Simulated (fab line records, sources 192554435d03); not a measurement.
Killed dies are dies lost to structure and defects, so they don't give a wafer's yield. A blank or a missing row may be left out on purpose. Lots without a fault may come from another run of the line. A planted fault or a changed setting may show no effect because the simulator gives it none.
fab line records | flow n5_finfet | part 2 of 2: steps 17 to 27 of 27
record lots=5 wafers=15 last_day=18
route steps=1938 shown BEOL_M4@1061
lots that met no fault: from a run of the same line without faults
start_h: hours from the record's first day to the start of the lot's first wafer shown | wait_h: hours since the lot's step before | " the same as in the row above | L1.1+2: a row that stands for several wafers | - no value, or no start given | * or withheld: withheld | < > ~ a bound
route shown NAME@n: a module of which the file shows steps, and the number in the route of the first | usual: mean/standard deviation of fault-free wafers | same: alike in all rows | chamber/n: place in a boat | sites: the reading at each site | _std_site: their standard deviation | _edge_site: outer sites' mean less inner sites' | radius_mm: how far each site lies from the wafer's centre | mask NAME#n: copy n | behind: the tool/chamber that last shaped the wafer | hold: why the lot was held/for how many hours/how that ended | device: the transistor (n, p or np) that didn't switch | end of line: the same wafers' tests at the end of the route | a step without rows: its recipe alone | killed: dies lost to structure and defects at the first sort, not the wafer's yield | map: a wafer's dies, x killed, . not, _ none there
set.NAME: the setting as run; set.NAME@STEP: as run at that earlier step | model.NAME: the simulator's own value behind a step, which no gauge read
lots at some steps of the route; a table a step, a row a wafer
services: from which hour (start_h, from the record's first day; less than 0 if before it) a tool's chamber was out of use, for how many hours, and why
## steps
# step N5_BEOL_M4_SRD_43
# recipe time_s=30 temp_c=23 rinse_liquid=diw dry=ipa_marangoni
# columns lot.wafer tool chamber start_h wait_h
L076.1+2+5 wet_bench-03 1,4,0 171.00 0.0
L077.1+2+5 wet_bench-01 6,3,7 180.19 0.0
L091.4+5+6 wet_bench-01 6,7,1 287.37 0.0
L090.2+4+6 wet_bench-03 4,1,0 298.49 0.0
L093.1+3+4 wet_bench-03 3,2,4 304.51 0.0
# step N5_BEOL_M4_CD_MEAS_35
# recipe target_cd_nm=18 target_cd_y_nm=22.4 polarity=opening
# usual cd_nm=18.2/0.33
# columns lot.wafer tool chamber start_h wait_h cd_nm
L076.1 cd_sem-02 - 171.04 0.0 18.1
L076.2 " - " " 18.1
L076.5 " - " " 18.0
L077.1 cd_sem-02 - 180.23 0.0 18.3
L077.2 " - " " 18.6
L077.5 " - " " 17.5
L091.4 cd_sem-02 - 287.42 0.0 17.9
L091.5 " - " " 18.2
L091.6 " - " " 18.5
L090.2 cd_sem-01 - 298.53 0.0 17.4
L090.4 " - " " 18.4
L090.6 " - " " 18.1
L093.1 cd_sem-03 - 304.55 0.0 18.1
L093.3 " - " " 18.2
L093.4 " - " " 18.1
# step N5_BEOL_M4_DEGAS_44
# recipe ambient=vacuum temp_c=250 time_s=60
# usual heater_power_w=339/32
# columns lot.wafer tool chamber start_h wait_h heater_power_w
L076.1 pvd_sputter-01 - 171.52 0.5 402
L076.2 " - " " 358
L076.5 " - " " 299
L077.1 pvd_sputter-02 - 180.57 0.3 366
L077.2 " - " " 344
L077.5 " - " " 337
L091.4 pvd_sputter-02 - 287.64 0.2 336
L091.5 " - " " 338
L091.6 " - " " 378
L090.2 pvd_sputter-02 - 299.20 0.7 339
L090.4 " - " " 353
L090.6 " - " " 354
L093.1 pvd_sputter-03 - 304.75 0.2 351
L093.3 " - " " 332
L093.4 " - " " 285
# step N5_BEOL_M4_PRE_CLEAN_45
# recipe gas=H2/He time_s=30 temp_c=250
# usual heater_power_w=339/32
# columns lot.wafer tool chamber start_h wait_h heater_power_w
L076.1 pvd_sputter-01 - 171.56 0.0 400
L076.2 " - " " 365
L076.5 " - " " 302
L077.1 pvd_sputter-02 - 180.61 0.0 366
L077.2 " - " " 336
L077.5 " - " " 328
L091.4 pvd_sputter-02 - 287.68 0.0 330
L091.5 " - " " 354
L091.6 " - " " 355
L090.2 pvd_sputter-02 - 299.24 0.0 340
L090.4 " - " " 339
L090.6 " - " " 365
L093.1 pvd_sputter-03 - 304.79 0.0 355
L093.3 " - " " 330
L093.4 " - " " 293
# step N5_BEOL_M4_ALD_84
# recipe material=TaN target_thk_a=* temp_c=275 ald_precursor_family=PDMAT ald_co_reactant=NH3 pressure_torr=3 carrier_flow_sccm=1500 pulse_time_s=2 purge_time_s=3 co_reactant_purge_time_s=2 co_reactant_pulse_time_s=3 ald_cycles=30 precursor_vessel_temp_c=75 precursor_vessel_pressure_torr=26.25 precursor_vessel_carrier_sccm=1000
# usual chamber_pressure_Torr=3.000/0.0064 heater_power_w=409/51
# columns lot.wafer tool chamber start_h wait_h chamber_pressure_Torr heater_power_w
L076.1 ald_metal-01 0 171.68 0.1 3.003 438
L076.2 " 1 " " 2.985 405
L076.5 " 0 " " 3.003 429
L077.1 ald_metal-02 3 180.69 0.1 3.011 314
L077.2 " 1 " " 3.000 445
L077.5 " 2 " " 2.997 487
L091.4 ald_metal-02 3 287.83 0.1 3.002 309
L091.5 " 3 " " 3.008 323
L091.6 " 0 " " 3.007 412
L090.2 ald_metal-02 1 299.30 0.0 2.999 436
L090.4 " 2 " " 3.003 489
L090.6 " 0 " " 2.992 408
L093.1 ald_metal-02 0 304.85 0.0 2.994 411
L093.3 " 1 " " 3.001 455
L093.4 " 2 " " 3.007 481
# step N5_BEOL_M4_SURFACE_TREAT_85
# recipe gas=Ar time_s=* ion_energy_ev=* ion_current_ma_cm2=0.5 pressure_mtorr=* ar_flow_sccm=30
# usual throttle_valve_pct=*
# columns lot.wafer tool chamber start_h wait_h throttle_valve_pct
L076.1 pvd_sputter-01 - 171.96 0.2 *
L076.2 " - " " *
L076.5 " - " " *
L077.1 pvd_sputter-01 - 180.97 0.2 *
L077.2 " - " " *
L077.5 " - " " *
L091.4 pvd_sputter-01 - 288.28 0.4 *
L091.5 " - " " *
L091.6 " - " " *
L090.2 pvd_sputter-02 - 299.65 0.2 *
L090.4 " - " " *
L090.6 " - " " *
L093.1 pvd_sputter-01 - 305.09 0.1 *
L093.3 " - " " *
L093.4 " - " " *
# step N5_BEOL_M4_CVD_47
# recipe material=Co target_thk_a=30 temp_c=withheld precursor=CCTBA/H2 pressure_torr=30 time_s=223.8
# usual chamber_pressure_Torr=30.00/0.071
# columns lot.wafer tool chamber start_h wait_h chamber_pressure_Torr
L076.1 cvd_co-01 0 172.09 0.1 30.00
L076.2 " 1 " " 29.97
L076.5 " 0 " " 29.97
L077.1 cvd_co-02 1 181.03 0.0 30.04
L077.2 " 0 " " 30.03
L077.5 " 0 " " 29.99
L091.4 cvd_co-01 2 289.24 0.9 30.06
L091.5 " 1 " " 30.05
L091.6 " 0 " " 30.06
L090.2 cvd_co-01 0 299.76 0.1 29.96
L090.4 " 1 " " 30.07
L090.6 " 0 " " 30.05
L093.1 cvd_co-02 2 305.15 0.0 30.01
L093.3 " 0 " " 29.93
L093.4 " 1 " " 30.04
# step N5_BEOL_M4_SPUTTER_48
# recipe material=Cu target_thk_a=45 temp_c=-20 chamber_pressure_pa=0.07 power_w=withheld time_s=8.29
# usual throttle_valve_pct=30.2/0.98
# columns lot.wafer tool chamber start_h wait_h throttle_valve_pct
L076.1 pvd_sputter-01 - 172.46 0.3 30.1
L076.2 " - " " 30.1
L076.5 " - " " 31.9
L077.1 pvd_sputter-01 - 181.41 0.3 29.8
L077.2 " - " " 30.0
L077.5 " - " " 32.0
L091.4 pvd_sputter-01 - 290.31 1.0 31.7
L091.5 " - " " 31.9
L091.6 " - " " 29.8
L090.2 pvd_sputter-02 - 299.94 0.1 28.4
L090.4 " - " " 30.1
L090.6 " - " " 28.5
L093.1 pvd_sputter-03 - 305.35 0.1 28.8
L093.3 " - " " 30.1
L093.4 " - " " 31.1
# step N5_BEOL_M4_ANNEAL_49
# recipe temp_c=400 time_s=240 ambient=vacuum
# usual heater_power_w=836/80
# columns lot.wafer tool chamber start_h wait_h heater_power_w
L076.1 pvd_sputter-01 - 172.54 0.0 987
L076.2 " - " " 732
L076.5 " - " " 919
L077.1 pvd_sputter-01 - 181.49 0.0 733
L077.2 " - " " 971
L077.5 " - " " 890
L091.4 pvd_sputter-01 - 290.39 0.0 933
L091.5 " - " " 914
L091.6 " - " " 723
L090.2 pvd_sputter-02 - 300.03 0.0 812
L090.4 " - " " 892
L090.6 " - " " 841
L093.1 pvd_sputter-03 - 305.43 0.0 865
L093.3 " - " " 832
L093.4 " - " " 920
# step N5_BEOL_M4_SPUTTER_79
# recipe material=Cu target_thk_a=45 temp_c=-20 chamber_pressure_pa=0.07 power_w=withheld time_s=8.29
# usual throttle_valve_pct=30.2/1
# columns lot.wafer tool chamber start_h wait_h throttle_valve_pct
L076.1 pvd_sputter-01 - 172.68 0.1 29.9
L076.2 " - " " 30.0
L076.5 " - " " 31.8
L077.1 pvd_sputter-01 - 181.63 0.1 29.9
L077.2 " - " " 30.1
L077.5 " - " " 31.8
L091.4 pvd_sputter-01 - 290.53 0.1 31.6
L091.5 " - " " 31.6
L091.6 " - " " 29.9
L090.2 pvd_sputter-02 - 300.18 0.1 28.5
L090.4 " - " " 30.0
L090.6 " - " " 28.4
L093.1 pvd_sputter-03 - 305.57 0.1 28.6
L093.3 " - " " 30.2
L093.4 " - " " 31.5
# step N5_BEOL_M4_ANNEAL_80
# recipe temp_c=400 time_s=240 ambient=vacuum
# usual heater_power_w=835/79
# columns lot.wafer tool chamber start_h wait_h heater_power_w
L076.1 pvd_sputter-01 - 172.76 0.0 998
L076.2 " - " " 744
L076.5 " - " " 918
L077.1 pvd_sputter-01 - 181.71 0.0 739
L077.2 " - " " 966
L077.5 " - " " 923
L091.4 pvd_sputter-01 - 290.61 0.0 902
L091.5 " - " " 894
L091.6 " - " " 738
L090.2 pvd_sputter-02 - 300.27 0.0 821
L090.4 " - " " 898
L090.6 " - " " 821
L093.1 pvd_sputter-03 - 305.65 0.0 831
L093.3 " - " " 854
L093.4 " - " " 904
## services
# columns tool chamber start_h hours kind
rie_diel-06 0 138.95 18.3 repair
ald_sin-04 0 144.09 3.0 repair
rie_diel-05 - 146.10 14.6 pm
cvd_co-02 - 151.32 1.5 repair
rie_diel-05 0 161.45 14.5 repair
cvd_co-02 - 167.38 4.1 repair
ald_metal-02 - 170.34 8.7 pm
cvd_co-02 2 174.06 10.5 repair
rie_diel-05 2 176.47 4.3 repair
ald_sin-03 - 177.52 14.0 pm
ald_metal-02 3 181.73 24.7 repair
ald_metal-02 0 185.49 2.1 repair
ald_sin-04 0 197.08 28.9 repair
pvd_sputter-02 - 197.53 7.5 repair
rie_diel-02 - 212.23 1.0 repair
rie_diel-06 - 227.77 0.4 repair
rie_diel-05 3 229.94 6.9 repair
ald_sin-04 - 230.93 2.8 pm
cvd_co-01 2 232.36 3.2 repair
rie_diel-05 2 235.44 7.4 repair
wet_bench-03 - 255.20 2.9 repair
rie_diel-05 - 260.09 1.4 repair
wet_bench-03 - 270.62 5.0 repair
rie_diel-02 0 294.09 10.7 repair
